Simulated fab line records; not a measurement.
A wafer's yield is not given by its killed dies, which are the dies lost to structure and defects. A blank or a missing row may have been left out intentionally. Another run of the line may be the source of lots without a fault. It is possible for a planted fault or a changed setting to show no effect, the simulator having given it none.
Comparing a struck lot with a sound one + flow n5-finfet + 39 out of 1938 route steps
Sound: these wafers, L676.3, L676.4, L676.5. Struck: wafer L691.5. (L691.2, L691.6 of the same lot were not struck and are left out.) The cause comes at the end.
For every step that has rows: the tool of each side, followed by ch and its chambers, followed by its first start. Under that, the readings that differ: sound wafers + struck wafers + difference of the means + sigmas: that difference in standard deviations of wafers without a fault.
alike: readings whose means differ by less than 2 such deviations, and words and numbers that are the same on both sides. not compared: withheld readings, readings that some wafer has no value for, bounds like >300 that may hide the same value, and numbers for which the record gives no deviation and whose values overlap.
The two part at a step that has a row with sigmas, a row that says differs or no value, or rows on one side only. When numbers do not overlap yet have no deviation, they are printed without sigmas and do not part them. A reading missing from all wafers of one side parts the sides only when that side holds two or more wafers.

first, 11 steps without rows for these wafers: N5_BEOL_M4_ANNEAL_89 (time 240 s); N5_BEOL_M4_SPUTTER_90 (material Cu, target thk 4.5 nm, time 8.29 s); N5_BEOL_M4_ANNEAL_91 (time 240 s); N5_BEOL_M4_SPUTTER_92 (material Cu, target thk 4.5 nm, time 8.29 s); N5_BEOL_M4_ANNEAL_93 (time 240 s); N5_BEOL_M4_SPUTTER_94 (material Cu, target thk 4.5 nm, time 8.29 s); N5_BEOL_M4_ANNEAL_95 (time 240 s); N5_BEOL_M4_SPUTTER_96 (material Cu, target thk 4.5 nm, time 8.29 s); N5_BEOL_M4_ECD_50 (material Cu, target thk 300 nm); N5_BEOL_M4_ANNEAL_51 (time 90 s); N5_BEOL_M4_CMP_52 (polishes, stops on SiOC, t overpolish 6.8 s, target thk 40 nm).
N5_BEOL_M4_PRE_CLEAN_60: time 15 s.
  sound on cvd-co-01 ch 0,1, day 8 17:27; struck on cvd-co-02 ch 0, day 12 23:45
  alike: heater-power-w, rf-fwd-power-W
  not compared: susceptor-temp-C
then, 3 steps without rows for these wafers: N5_BEOL_M4_CO_CAP_55 (material Co, precursor CCTBA/H2, target thk 2 nm, time 102.1 s); N5_BEOL_M4_PRE_CLEAN_56 (time 15 s); N5_BEOL_M4_DEP_57 (deposits SiCN from 3MS/NH3, target thk 8 nm, time 14 s).
N5_BEOL_M4_INSPECT_59: inspects for defects (darkfield).
  sound: defect-inspect-02 at day 8 17:42; struck: defect-inspect-01 at day 13 00:00
| reading          | sound       | struck | difference | sigmas |
|------------------|-------------|--------|------------|--------|
| raw-defect-count | 134 105 100 | 459    | +346       | +15    |
N5_BEOL_M4_RC_MEAS_101:
  sound on prober-02 ch 0, day 8 18:02; struck on prober-01 ch 0, day 13 00:11
| reading       | sound          | struck | difference | sigmas |
|---------------|----------------|--------|------------|--------|
| DIBL_P (mV/V) | 36.4 33.5 30.9 | 37.2   | +3.6       | +2     |
| SS_P (mV/dec) | 73.0 72.7 71.8 | 74.1   | +1.6       | +3     |
  alike: DIBL_N, IOFF_N, IOFF_P, ION_N, ION_P, SS_N, VT_N, VT_P
then, 13 steps without rows for these wafers: N5_BEOL_M5_ILD_DEP_00 (deposits SiCOH lowk from DEMS/porogen, target thk 140.64 nm, time 25.9 s); N5_BEOL_M5_CURE_79 (cures SiCOH lowk, time 240 s); N5_BEOL_M5_PECVD_70 (deposits SiO2 from TEOS/O2, target thk 16 nm, time 18 s); N5_BEOL_M5_HM_DEP_02 (deposits TiN, target thk 20 nm); N5_BEOL_M5_COAT_59 (time 60 s, resist thk 60 nm); N5_BEOL_M5_COAT_60 (time 60 s, resist thk 12 nm); N5_BEOL_M5_COAT_71 (time 60 s, resist thk 5 nm); N5_BEOL_M5_COAT_05 (resist thk 30 nm); N5_BEOL_M5_EBR_07; N5_BEOL_M5_SOFTBAKE_06 (time 60 s); N5_BEOL_M5_EXPOSE_08 (exposes mask M5, target cd 28 nm); N5_BEOL_M5_PEB_09 (peb time 60 s); N5_BEOL_M5_DEVELOP_10 (develop time 30 s).
N5_BEOL_M5_INSPECT_13: inspects for defects (brightfield).
  sound: defect-inspect-01 at day 8 21:59; struck: defect-inspect-02 at day 13 02:51
| reading          | sound       | struck | difference | sigmas |
|------------------|-------------|--------|------------|--------|
| raw-defect-count | 534 420 479 | 934    | +456       | +5     |
then, 6 steps without rows for these wafers: N5_BEOL_M5_DESCUM_16 (chemistry O2, time 7 s); N5_BEOL_M5_ETCH_72 (etches underlayer in N2/H2, target depth 6.5 nm, time 5.2 s); N5_BEOL_M5_ETCH_61 (etches SiARC in CF4, target depth 15.6 nm, time 26 s); N5_BEOL_M5_ETCH_62 (etches SOC in N2/H2, target depth 75 nm, overetch 15 nm, time 112.5 s); N5_BEOL_M5_STRIP_63 (strips in N2/H2); N5_BEOL_M5_STRIP_73 (strips in N2/H2).
N5_BEOL_M5_INSPECT_30: inspects for defects (brightfield).
  sound: defect-inspect-01 at day 9 00:50; struck: defect-inspect-02 at day 13 04:19
| reading          | sound       | struck | difference | sigmas |
|------------------|-------------|--------|------------|--------|
| raw-defect-count | 532 443 499 | 948    | +457       | +5     |
-- the record jumps here: 4 days lie between the struck wafers' starts before and after (it left off in module BEOL_M5 and takes up again in module PASSIVATION, whose first step shown is number 1936 of the route) --
N5_PASSIVATION_PROBE_49:
  record: rows for the struck wafers here (prober-01, day 17 13:01), none for the sound ones

## WHERE THEY PART
First at N5_BEOL_M4_INSPECT_59; last, within this record, at N5_PASSIVATION_PROBE_49.

WHY: what the simulator had put in
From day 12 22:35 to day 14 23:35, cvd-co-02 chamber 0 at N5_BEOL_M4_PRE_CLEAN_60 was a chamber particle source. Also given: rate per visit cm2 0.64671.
